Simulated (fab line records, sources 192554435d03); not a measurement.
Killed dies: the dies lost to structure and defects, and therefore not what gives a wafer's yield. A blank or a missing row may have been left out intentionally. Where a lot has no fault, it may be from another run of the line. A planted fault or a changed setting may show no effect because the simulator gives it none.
Comparing a struck lot with a sound one || flow n5_finfet || 16 steps out of a route of 1938
Sound: the wafers L135.3, L135.4, L135.6. Struck: wafer L144.5 (left out: L144.1, L144.4 of the same lot, which were not struck); the cause appears at the end.
Per side, at each step with rows, come the tool, then ch with its chambers, and then its first start. Under that, the readings that differ: sound wafers || struck wafers || difference of the means || sigmas: that difference in standard deviations of wafers without a fault.
alike: a reading whose means differ by less than 2 such deviations, as well as words and numbers matching on both sides. not compared: withheld readings; readings where some wafer has no value; bounds like >300 that might hide an equal value; numbers whose values overlap and for which the record gives no deviation.
Wherever a step has rows on one side only, a row that says differs or no value, or a row with sigmas, the two part there. Numbers that don't overlap but have no deviation are shown without sigmas and don't part them. A reading missing from all wafers of one side parts the sides only when that side holds two or more wafers.

first, 6 steps without rows for these wafers: N5_BEOL_M4_COAT_22 (resist thk 30 nm); N5_BEOL_M4_EBR_24; N5_BEOL_M4_SOFTBAKE_23 (time 60 s); N5_BEOL_M4_EXPOSE_25 (exposes mask V3, defocus 5 nm); N5_BEOL_M4_PEB_26 (peb time 60 s); N5_BEOL_M4_DEVELOP_27 (develop time 30 s).
N5_BEOL_M4_CD_MEAS_28: target cd 26.2 nm, target cd y 24.1 nm.
  sound on cd_sem-02 ch 0, day 7 11:37; struck on cd_sem-02 ch 0, day 9 22:35
  alike: cd_nm
N5_BEOL_M4_OVL_MEAS_29:
  sound on overlay-02 ch 0, day 7 11:40; struck on overlay-02 ch 0, day 9 22:37
{"reading": "V3_OVL (nm)", "sound": "0.6 1.3 1.3", "struck": -0.3, "difference": -1.4, "sigmas": -2}
N5_BEOL_M4_INSPECT_30: inspects for defects (brightfield).
  sound on defect_inspect-01, day 7 11:43; struck on defect_inspect-02, day 9 22:40
  alike: raw_defect_count
N5_BEOL_M4_DESCUM_33: chemistry O2, time 7 s.
  sound on rie_diel-02 ch 0,1, day 7 11:44; struck on rie_diel-01 ch 3, day 9 22:45
  alike: drypump_motor_current_A, oes_product_au, rf_fwd_power_W, rf_vpp_V, showerhead_plenum_p_Torr, throttle_valve_pct
  not compared: rf_hours_counter_h
N5_BEOL_M4_ETCH_77: etches underlayer in N2/H2, target depth 6.5 nm, time 5.2 s.
  sound on rie_diel-02 ch 0,1, day 7 11:47; struck on rie_diel-01 ch 3, day 9 22:47
  alike: drypump_motor_current_A, etch_rf_on_time_s, oes_product_au, rf_fwd_power_W, rf_vpp_V, showerhead_plenum_p_Torr, throttle_valve_pct
  not compared: rf_hours_counter_h
N5_BEOL_M4_ETCH_69: etches SiARC in CF4, target depth 15.6 nm, time 26 s.
  sound on rie_diel-02 ch 0,1, day 7 11:47; struck on rie_diel-01 ch 3, day 9 22:48
  alike: drypump_motor_current_A, etch_rf_on_time_s, mfc_ar_sccm, oes_product_au, rf_fwd_power_W, rf_vpp_V, showerhead_plenum_p_Torr, throttle_valve_pct
  not compared: rf_hours_counter_h
N5_BEOL_M4_ALD_98: deposits SiO2, target thk 2.5 nm, pulse time 1 s, co reactant pulse time 1 s.
  sound on ald_sin-01 ch 0,2,3, day 7 11:52; struck on ald_sin-02 ch 0, day 9 22:53
{"reading": "ald_cycles", "sound": "17 17 17", "struck": 21, "difference": "+4", "sigmas": ""}
{"reading": "model.SiO2_of_BEOL_M4_ALD_98.thk_nm (nm)", "sound": "2.4 2.4 2.4", "struck": 3, "difference": "+1", "sigmas": ""}
  alike: heater_power_w, precursor_pulse_height_rel
N5_BEOL_M4_ETCHBACK_99: etches SiO2 in CHF3, target depth 5 nm, time 10.4 s.
  sound on rie_diel-01 ch 2,3, day 7 13:04; struck on rie_diel-02 ch 2, day 10 01:55
{"reading": "drypump_motor_current_A (A)", "sound": "5.6 4.8 4.8", "struck": 6.1, "difference": "+1.0", "sigmas": "+2"}
{"reading": "rf_vpp_V (V)", "sound": "240 230 232", "struck": 255, "difference": "+21", "sigmas": "+2"}
  alike: mfc_ar_sccm, oes_product_au, rf_fwd_power_W, showerhead_plenum_p_Torr, throttle_valve_pct
  not compared: rf_hours_counter_h
N5_BEOL_M4_RC_MEAS_101:
  sound on prober-01 ch 0, day 7 17:43; struck on prober-02 ch 0, day 10 06:52
  alike: DIBL_N, DIBL_P, IOFF_N, IOFF_P, ION_N, ION_P, SS_N, SS_P, VT_N, VT_P
then, 1 step without rows for these wafers: N5_PASSIVATION_PROBE_49.

## WHERE THEY PART
First at N5_BEOL_M4_OVL_MEAS_29; last, within this record, at N5_BEOL_M4_ETCHBACK_99. Later steps at which nothing parts them and some readings are alike: N5_BEOL_M4_RC_MEAS_101.

WHY: what had been put in by the simulator
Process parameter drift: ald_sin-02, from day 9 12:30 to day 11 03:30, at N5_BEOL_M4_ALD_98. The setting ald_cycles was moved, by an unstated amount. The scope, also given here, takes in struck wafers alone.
